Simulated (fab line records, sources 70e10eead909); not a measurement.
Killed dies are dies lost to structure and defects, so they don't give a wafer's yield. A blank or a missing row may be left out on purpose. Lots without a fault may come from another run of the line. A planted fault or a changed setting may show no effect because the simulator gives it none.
fab line records | flow nand_harc
record lots=10 wafers=30 last_day=33
route steps=1302 shown P_ZERO_WELL@18 P_STI@80 P_GATE@149
lots that met no fault: from a run of the same line without faults
start_h: hours from the record's first day to the start of the lot's first wafer shown | wait_h: hours since the lot's step before | " the same as in the row above | L1.1+2: a row that stands for several wafers | - no value, or no start given | * or withheld: withheld | < > ~ a bound
route shown NAME@n: a module of which the file shows steps, and the number in the route of the first | usual: mean/standard deviation of fault-free wafers | same: alike in all rows | chamber/n: place in a boat | sites: the reading at each site | _std_site: their standard deviation | _edge_site: outer sites' mean less inner sites' | radius_mm: how far each site lies from the wafer's centre | mask NAME#n: copy n | behind: the tool/chamber that last shaped the wafer | hold: why the lot was held/for how many hours/how that ended | device: the transistor (n, p or np) that didn't switch | end of line: the same wafers' tests at the end of the route | a step without rows: its recipe alone | killed: dies lost to structure and defects at the first sort, not the wafer's yield | map: a wafer's dies, x killed, . not, _ none there
set.NAME: the setting as run; set.NAME@STEP: as run at that earlier step | model.NAME: the simulator's own value behind a step, which no gauge read
steps of the route over a sample of lots; a table a step, a row a wafer
services: from which hour (start_h, from the record's first day; less than 0 if before it) a tool's chamber was out of use, for how many hours, and why
## steps
# step NHARC_P_ZERO_WELL_ETCH_62
# recipe target_depth_a=130 time_s=6.5 chf3_flow_sccm=50 ar_flow_sccm=200 rf_w=500 bias_w=200 chemistry=CHF3/Ar
# usual chamber_pressure_mTorr=25.003/0.024 drypump_motor_current_A=6.0/0.36 oes_product_au=0.959/0.012 rf_vpp_V=371.3/2.5 showerhead_plenum_p_Torr=2.37/0.11 throttle_valve_pct=20.215/0.0085
# columns lot.wafer tool chamber start_h wait_h chamber_pressure_mTorr drypump_motor_current_A oes_product_au rf_hours_counter_h rf_vpp_V showerhead_plenum_p_Torr throttle_valve_pct
L176.2 rie_diel-03 1 - - 25.009 5.6 0.945 25 373.0 2.47 20.206
L176.4 " 3 " " 25.036 6.2 0.965 24 365.8 2.18 20.211
L176.5 " 1 " " 24.979 5.6 0.952 - 372.9 2.47 20.205
L177.3 rie_diel-02 3 - - 24.972 5.8 0.968 56 367.5 2.23 20.214
L177.2 " 2 " " 25.019 6.6 0.965 56 374.6 2.45 20.239
L177.6 " 3 " " 25.007 5.8 0.970 - 368.9 2.23 20.223
L181.3 rie_diel-02 1 - - 25.003 5.4 0.954 9 376.4 2.53 20.213
L181.1 " 2 " " 25.005 6.6 0.967 8 374.1 2.45 20.215
L181.4 " 3 " " 25.010 5.8 0.964 6 367.7 2.23 20.213
L182.1 rie_diel-02 2 - - 24.982 6.6 0.954 11 372.1 2.45 20.226
L182.3 " 1 " " 25.028 5.4 0.946 11 375.6 2.53 20.221
L182.5 " 2 " " 24.999 6.6 0.949 - 372.8 2.45 20.221
L185.4 rie_diel-02 2 - - 25.022 6.6 0.963 18 372.4 2.45 20.214
L185.2 " 3 " " 24.963 5.8 0.955 17 367.4 2.22 20.223
L185.3 " 0 " " 24.976 5.9 0.951 19 370.8 2.32 20.208
L186.1 rie_diel-08 0 - - 24.984 6.4 0.966 32 370.8 2.32 20.200
L186.6 " 3 " " 24.979 6.1 0.960 - 373.6 2.52 20.205
L186.5 " 0 " " 24.994 6.4 0.964 - 369.5 2.32 20.224
L188.4 rie_diel-08 2 - - 24.966 6.2 0.965 41 371.6 2.41 20.218
L188.3 " 3 " " 24.995 6.0 0.959 46 372.5 2.52 20.207
L188.6 " 2 " " 25.010 6.2 0.965 - 372.4 2.41 20.221
L196.3 rie_diel-03 2 - - 24.982 6.4 0.973 36 370.0 2.27 20.211
L196.1 " 1 " " 24.983 5.6 0.976 34 374.6 2.45 20.220
L196.5 " 2 " " 24.976 6.4 0.972 - 369.0 2.27 20.223
L197.4 rie_diel-03 3 - - 25.007 6.2 0.950 42 373.5 2.52 20.202
L197.5 " 0 " " 25.011 5.7 0.952 - 368.6 2.31 20.227
L197.6 " 1 " " 25.022 5.6 0.950 - 372.7 2.45 20.216
L198.2 rie_diel-02 0 - - 24.991 5.9 0.973 7 370.3 2.31 20.216
L198.4 " 1 " " 25.013 5.5 0.977 7 373.6 2.51 20.214
L198.1 " 2 " " 25.010 6.6 0.946 5 373.8 2.43 20.202
# step NHARC_P_STI_EXPOSE_06
# recipe na=0.55 target_cd_nm=200 dose_mj=37.69 mask_id=P_STI
# usual exposure_dose_mJ_cm2=37.69/0.036
# columns lot.wafer tool chamber start_h wait_h mask exposure_dose_mJ_cm2
L176.2 krf_scanner-03 0 46.85 - P_STI#0 37.69
L176.4 " 0 " " P_STI#0 37.71
L176.5 " 0 " " P_STI#0 37.70
L177.2 krf_scanner-02 0 55.47 - P_STI#0 37.72
L177.3 " 0 " " P_STI#0 37.75
L177.6 " 0 " " P_STI#0 37.71
L181.1 krf_scanner-04 0 94.13 - P_STI#0 37.73
L181.3 " 0 " " P_STI#0 37.76
L181.4 " 0 " " P_STI#0 37.71
L182.1 krf_scanner-02 0 102.76 - P_STI#0 37.71
L182.3 " 0 " " P_STI#0 37.77
L182.5 " 0 " " P_STI#0 37.74
L185.2 krf_scanner-04 0 135.31 - P_STI_R1#0 37.68
L185.3 " 0 " " P_STI_R1#0 37.71
L185.4 " 0 " " P_STI_R1#0 37.68
L186.1 krf_scanner-03 0 148.28 - P_STI#0 37.64
L186.5 " 0 " " P_STI#0 37.68
L186.6 " 0 " " P_STI#0 37.62
L188.3 krf_scanner-04 0 162.44 - P_STI#0 37.65
L188.4 " 0 " " P_STI#0 37.65
L188.6 " 0 " " P_STI#0 37.62
L196.1 krf_scanner-04 0 246.13 - P_STI#0 37.66
L196.3 " 0 " " P_STI#0 37.63
L196.5 " 0 " " P_STI#0 37.69
L197.4 krf_scanner-03 0 251.99 - P_STI#0 37.66
L197.5 " 0 " " P_STI#0 37.69
L197.6 " 0 " " P_STI#0 37.66
L198.1 krf_scanner-04 0 264.56 - P_STI#0 37.66
L198.2 " 0 " " P_STI#0 37.64
L198.4 " 0 " " P_STI#0 37.66
# step NHARC_P_STI_CD_MEAS_09
# recipe target_cd_nm=200 landing_energy_ev=500
# usual cd_nm=199.9/1.7
# columns lot.wafer tool chamber start_h wait_h hold cd_nm
L176.2 cd_sem-01 0 47.00 - - 198.1
L176.4 " 0 " " - 198.8
L176.5 " 0 " " - 200.6
L177.2 cd_sem-01 0 55.62 - - 199.6
L177.3 " 0 " " - 200.3
L177.6 " 0 " " - 198.5
L181.1 cd_sem-01 0 94.28 - - 201.1
L181.3 " 0 " " - 199.2
L181.4 " 0 " " - 199.3
L182.1 cd_sem-03 0 102.92 - - 197.1
L182.3 " 0 " " - 200.9
L182.5 " 0 " " - 198.8
L185.2 cd_sem-03 0 135.46 - await_dispo/0.2h/release 230.4
L185.3 " 0 " " await_dispo/0.2h/release 231.7
L185.4 " 0 " " await_dispo/0.2h/release 230.0
L185.2 cd_sem-03 0 - - - 231.3
L185.3 " 0 " " - 232.0
L185.4 " 0 " " - 230.1
L186.1 cd_sem-03 0 148.43 - - 202.3
L186.5 " 0 " " - 202.9
L186.6 " 0 " " - 202.3
L188.3 cd_sem-02 0 162.58 - - 198.5
L188.4 " 0 " " - 199.7
L188.6 " 0 " " - 199.4
L196.1 cd_sem-02 0 246.28 - - 203.9
L196.3 " 0 " " - 201.2
L196.5 " 0 " " - 201.9
L197.4 cd_sem-03 0 252.13 - - 197.0
L197.5 " 0 " " - 197.4
L197.6 " 0 " " - 196.7
L198.1 cd_sem-02 0 264.72 - - 202.6
L198.2 " 0 " " - 203.4
L198.4 " 0 " " - 202.9
# step NHARC_P_STI_OCD_MEAS_17
# usual trench_depth_nm=301/3.9 trench_foot_cd_nm=157.8/1.7
# columns lot.wafer tool chamber start_h wait_h hold trench_depth_nm trench_foot_cd_nm
L176.2 ocd-01 - 47.78 0.1 - 300 156.0
L176.4 " - " " - 300 157.0
L176.5 " - " " - 298 159.0
L177.2 ocd-01 - 56.41 0.1 - 301 157.9
L177.3 " - " " - 299 158.1
L177.6 " - " " - 302 156.4
L181.1 ocd-01 - 95.07 0.1 - 299 159.9
L181.3 " - " " - 296 158.0
L181.4 " - " " - 297 157.6
L182.1 ocd-01 - 103.70 0.1 - 299 155.4
L182.3 " - " " - 301 158.7
L182.5 " - " " - 300 156.8
L185.2 ocd-01 - 141.11 2.2 await_dispo/0.2h/release 296 189.9
L185.3 " - " " await_dispo/0.2h/release 295 190.5
L185.4 " - " " await_dispo/0.2h/release 300 188.4
L185.2 ocd-01 - 141.29 0.2 - 296 189.4
L185.3 " - " " - 295 190.7
L185.4 " - " " - 301 188.5
L186.1 ocd-01 - 149.21 0.1 - 295 161.1
L186.5 " - " " - 295 161.8
L186.6 " - " " - 299 160.4
L188.3 ocd-02 - 163.36 0.1 - 298 156.9
L188.4 " - " " - 296 158.2
L188.6 " - " " - 301 156.7
L196.1 ocd-01 - 247.06 0.1 - 297 162.0
L196.3 " - " " - 295 159.9
L196.5 " - " " - 300 160.0
L197.4 ocd-02 - 252.96 0.1 - 295 155.8
L197.5 " - " " - 304 155.0
L197.6 " - " " - 298 154.6
L198.1 ocd-01 - 265.50 0.1 - 300 160.1
L198.2 " - " " - 305 161.0
L198.4 " - " " - 306 160.1
# step NHARC_P_GATE_ETCH_32
# recipe target_depth_a=1500 over_etch_frac=1 over_etch_ion_energy_ev=40 time_s=100.1 hbr_flow_sccm=150 cl2_flow_sccm=50 rf_w=400 icp_w=400 bias_w=100 chemistry=HBr/Cl2
# usual chamber_pressure_mTorr=14.999/0.014 drypump_motor_current_A=6.0/0.47 hbr_flow_sccm=149.9/0.43 oes_product_au=0.998/0.0076 throttle_valve_pct=26.406/0.0088
# columns lot.wafer tool chamber start_h wait_h chamber_pressure_mTorr drypump_motor_current_A hbr_flow_sccm oes_product_au rf_hours_counter_h throttle_valve_pct
L176.4 rie_si-05 0 102.37 - 14.990 6.6 150.8 0.996 0.8 26.406
L176.2 " 2 " " 15.010 6.5 149.5 0.998 1.1 26.410
L176.5 " 0 " " 15.007 6.5 150.9 0.992 - 26.405
L177.2 rie_si-04 0 105.51 - 15.012 5.6 148.9 1.008 0.6 26.403
L177.3 " 1 " " 15.005 6.5 149.9 1.009 0.6 26.414
L177.6 " 0 " " 15.009 5.6 149.1 1.007 - 26.418
L181.3 rie_si-02 1 146.01 - 15.019 6.0 149.5 0.994 0.3 26.406
L181.1 " 2 " " 14.996 5.1 150.4 0.987 0.2 26.400
L181.4 " 3 " " 15.005 5.6 150.1 0.992 0.2 26.407
L182.1 rie_si-05 0 160.74 - 14.988 6.6 150.1 0.990 0.1 26.397
L182.3 " 1 " " 14.991 6.1 150.3 0.986 0.1 26.415
L182.5 " 1 " " 14.975 6.1 150.3 0.988 - 26.404
L185.3 rie_si-02 3 189.61 - 14.982 5.6 149.5 1.010 0.4 26.398
L185.4 " 0 " " 14.982 5.6 150.1 0.992 0.5 26.399
L185.2 " 2 " " 14.994 5.1 149.2 0.994 0.5 26.401
L186.1 rie_si-02 0 206.66 - 15.006 5.6 150.3 1.002 0.6 26.408
L186.5 " 2 " " 14.988 5.1 150.3 0.986 - 26.424
L186.6 " 0 " " 15.010 5.6 149.8 0.993 - 26.404
L188.3 rie_si-05 0 220.09 - 14.980 6.5 149.9 0.999 0.5 26.416
L188.4 " 3 " " 14.994 5.6 149.7 1.001 0.6 26.394
L188.6 " 0 " " 14.976 6.6 150.1 1.000 - 26.411
L196.1 rie_si-04 0 301.18 - 14.997 5.6 150.4 1.000 0.7 26.397
L196.3 " 2 " " 14.989 6.6 150.4 0.996 0.7 26.407
L196.5 " 1 " " 14.984 6.6 150.3 1.003 - 26.405
L197.4 rie_si-04 1 304.44 - 15.004 6.5 150.1 0.991 0.7 26.410
L197.6 " 1 " " 14.980 6.6 149.7 0.993 - 26.389
L197.5 " 2 " " 15.004 6.6 150.4 0.997 - 26.412
L198.2 rie_si-05 2 315.15 - 15.026 6.5 150.2 1.006 0.0 26.393
L198.1 " 3 " " 14.991 5.6 149.4 0.998 0.0 26.414
L198.4 " 1 " " 14.996 6.1 149.4 0.989 0.0 26.423
# step NHARC_P_GATE_STRIP_112
# recipe power_w=1500 temp_c=110 time_s=200 chemistry=N2/H2
# usual drypump_motor_current_A=5.7/0.33 heater_power_w=96/3.2
# columns lot.wafer tool chamber start_h wait_h drypump_motor_current_A heater_power_w rf_hours_counter_h
L176.2 plasma_asher-01 1 115.58 0.2 5.9 94 23
L176.4 " 0 " " 5.5 96 -
L176.5 " 0 " " 5.5 97 -
L177.2 plasma_asher-01 0 118.96 0.2 5.5 98 24
L177.3 " 1 " " 5.9 93 -
L177.6 " 0 " " 5.5 99 -
L181.1 plasma_asher-01 0 159.54 0.2 5.5 96 33
L181.3 " 1 " " 5.9 91 -
L181.4 " 0 " " 5.5 98 -
L182.1 plasma_asher-01 1 174.23 0.2 5.9 94 0
L182.3 " 0 " " 5.5 97 -
L182.5 " 0 " " 5.5 99 -
L185.2 plasma_asher-01 1 203.45 0.2 5.9 92 6
L185.4 " 0 " " 5.5 95 -
L185.3 " 1 " " 5.9 94 -
L186.1 plasma_asher-01 0 222.29 0.2 5.5 101 9
L186.5 " 1 " " 5.9 94 -
L186.6 " 0 " " 5.4 96 -
L188.4 plasma_asher-02 0 234.27 0.2 6.0 98 -
L188.3 " 1 " " 5.0 100 -
L188.6 " 0 " " 6.0 95 -
L196.1 plasma_asher-01 0 314.66 0.2 5.5 100 32
L196.3 " 0 " " 5.5 98 -
L196.5 " 1 " " 5.9 92 -
L197.4 plasma_asher-01 1 318.33 0.2 5.9 93 -
L197.5 " 0 " " 5.5 97 -
L197.6 " 1 " " 5.9 90 -
L198.2 plasma_asher-02 1 330.99 0.2 4.9 100 15
L198.1 " 0 " " 6.0 94 15
L198.4 " 0 " " 6.0 95 -
## services
# columns tool chamber start_h hours kind
krf_scanner-04 - 2.91 5.4 repair
krf_scanner-03 - 7.60 0.4 repair
krf_scanner-04 - 10.00 4.0 pm
rie_diel-02 - 39.70 9.0 pm
krf_scanner-03 - 52.00 4.0 pm
krf_scanner-04 - 68.64 0.3 repair
rie_si-02 2 79.98 1.1 repair
rie_si-02 - 100.00 9.0 pm
krf_scanner-03 - 104.11 0.3 repair
rie_diel-02 0 111.94 9.0 repair
rie_diel-02 1 122.53 5.6 repair
rie_si-05 - 128.03 9.0 pm
rie_si-05 2 158.95 22.4 repair
plasma_asher-01 - 165.08 9.0 pm
krf_scanner-04 - 182.00 4.0 pm
rie_si-05 - 194.00 0.8 repair
rie_diel-02 - 216.70 9.0 pm
krf_scanner-04 - 225.73 19.4 repair
rie_si-05 1 238.83 11.9 repair
krf_scanner-04 - 266.37 2.5 repair
rie_diel-02 2 272.19 1.5 repair
rie_diel-02 0 304.79 9.6 repair
rie_si-05 - 305.03 9.0 pm
rie_diel-02 2 306.82 7.8 repair
## key
first_sign step=NHARC_P_STI_EXPOSE_06 reading=mask direction=changed
effect step=NHARC_P_STI_CD_MEAS_09 reading=visit direction=added
effect step=NHARC_P_STI_CD_MEAS_09 reading=cd_nm direction=up sigmas=18 usual=199.9 struck=230.7
effect step=NHARC_P_STI_OCD_MEAS_17 reading=visit direction=added
effect step=NHARC_P_STI_OCD_MEAS_17 reading=trench_foot_cd_nm direction=up sigmas=19 usual=157.8 struck=189.6
met_at NHARC_P_STI_EXPOSE_06
struck_lots L185
tester_left_out L185
not_acting_at NHARC_P_ZERO_WELL_ETCH_62,NHARC_P_GATE_ETCH_32,NHARC_P_GATE_STRIP_112
onset_between 94.13 135.31
fault kind=wrong_mask tool=any chamber=- onset_h=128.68 steps=NHARC_P_STI_EXPOSE_06 aux_copy=P_STI_R1#0 cd_offset_nm=32.254 scope=struck_lots_only
# tester_left_out: of these lots the tester's yield and bins aren't shown, on N5 and GAA mostly nor the transistor test; their killed dies are dies lost to structure and defects alone, not to doping, threshold or leakage, so they don't give the yield
